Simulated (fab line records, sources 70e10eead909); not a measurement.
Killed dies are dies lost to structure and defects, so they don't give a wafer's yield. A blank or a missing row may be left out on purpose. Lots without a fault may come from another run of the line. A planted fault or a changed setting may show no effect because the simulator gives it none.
A struck lot beside a sound one | flow nand_harc | 15 steps out of a route of 1302
Sound: wafers L759.2, L759.4, L759.5. Struck: wafers L763.2, L763.3, L763.6. The cause comes at the end.
At each step with rows: each side's tool, then ch and its chambers, then its first start. Under that, the readings that differ: sound wafers | struck wafers | difference of the means | sigmas: that difference in standard deviations of wafers without a fault.
alike: readings whose means differ by less than 2 such deviations, and words and numbers that are the same on both sides. not compared: withheld readings, readings that some wafer has no value for, bounds like >300 that may hide the same value, and numbers for which the record gives no deviation and whose values overlap.
The two part at a step that has a row with sigmas, a row that says differs or no value, or rows on one side only. Numbers that don't overlap but have no deviation are shown without sigmas and don't part them. A reading that every wafer of one side lacks parts them only if that side has two wafers or more.

NHARC_P_ZERO_WELL_CD_MEAS_37: target cd 720 nm.
  sound on cd_sem-02 ch 0, day 7 00:19; struck on cd_sem-02 ch 0, day 8 16:14
  alike: cd_nm
then, 1 step without rows for these wafers: NHARC_P_ZERO_WELL_HARDBAKE_38 (time 80 s).
NHARC_P_ZERO_WELL_DESCUM_39: chemistry O2, time 3 s.
  sound on rie_diel-05 ch 0,2, day 7 00:28; struck on rie_diel-03 ch 1,3, day 8 16:24
  alike: drypump_motor_current_A, oes_product_au, rf_vpp_V, showerhead_plenum_p_Torr, throttle_valve_pct
  not compared: rf_hours_counter_h
then, 9 steps without rows for these wafers: NHARC_P_ZERO_WELL_IMPLANT_40; NHARC_P_ZERO_WELL_IMPLANT_59; NHARC_P_ZERO_WELL_IMPLANT_60; NHARC_P_ZERO_WELL_STRIP_41 (strips in SPM, time 840 s); NHARC_P_ZERO_WELL_DEHYDRATE_44 (time 120 s); NHARC_P_ZERO_WELL_HMDS_45 (time 30 s); NHARC_P_ZERO_WELL_COAT_46; NHARC_P_ZERO_WELL_SOFTBAKE_47 (time 95 s); NHARC_P_ZERO_WELL_EBR_48.
NHARC_P_ZERO_WELL_EXPOSE_49: exposes mask P HVPW, target cd 2000 nm.
  sound on krf_scanner-02 ch 0, day 7 01:50; struck on krf_scanner-02 ch 0, day 8 17:38
  reading                             | sound             | struck               | difference | sigmas
  model.P_ZERO_WELL.overlay_x_nm (nm) | 8.791 8.791 8.791 | -25.18 -25.18 -25.18 | -33.97     |
  alike: mask
then, 1 step without rows for these wafers: NHARC_P_ZERO_WELL_PEB_50 (peb time 85 s).
-- the record jumps here: 22 days lie between the struck wafers' starts before and after (it left off in module P_ZERO_WELL and takes up again in module END, whose first step shown is number 1302 of the route) --
NHARC_END_SORT_01:
  sound on prober-02 ch 0, day 29 17:41; struck on prober-01 ch 0, day 31 01:20
  reading             | sound | struck | difference | sigmas
  killed_at_periphery | 1 0 1 | 8 10 8 | +8         | +3
  alike: killed_at_array, killed_at_other, killed_dies, killed_open, killed_short

WHERE THEY PART
Only at NHARC_END_SORT_01, within this record.

WHY: what the simulator had put in
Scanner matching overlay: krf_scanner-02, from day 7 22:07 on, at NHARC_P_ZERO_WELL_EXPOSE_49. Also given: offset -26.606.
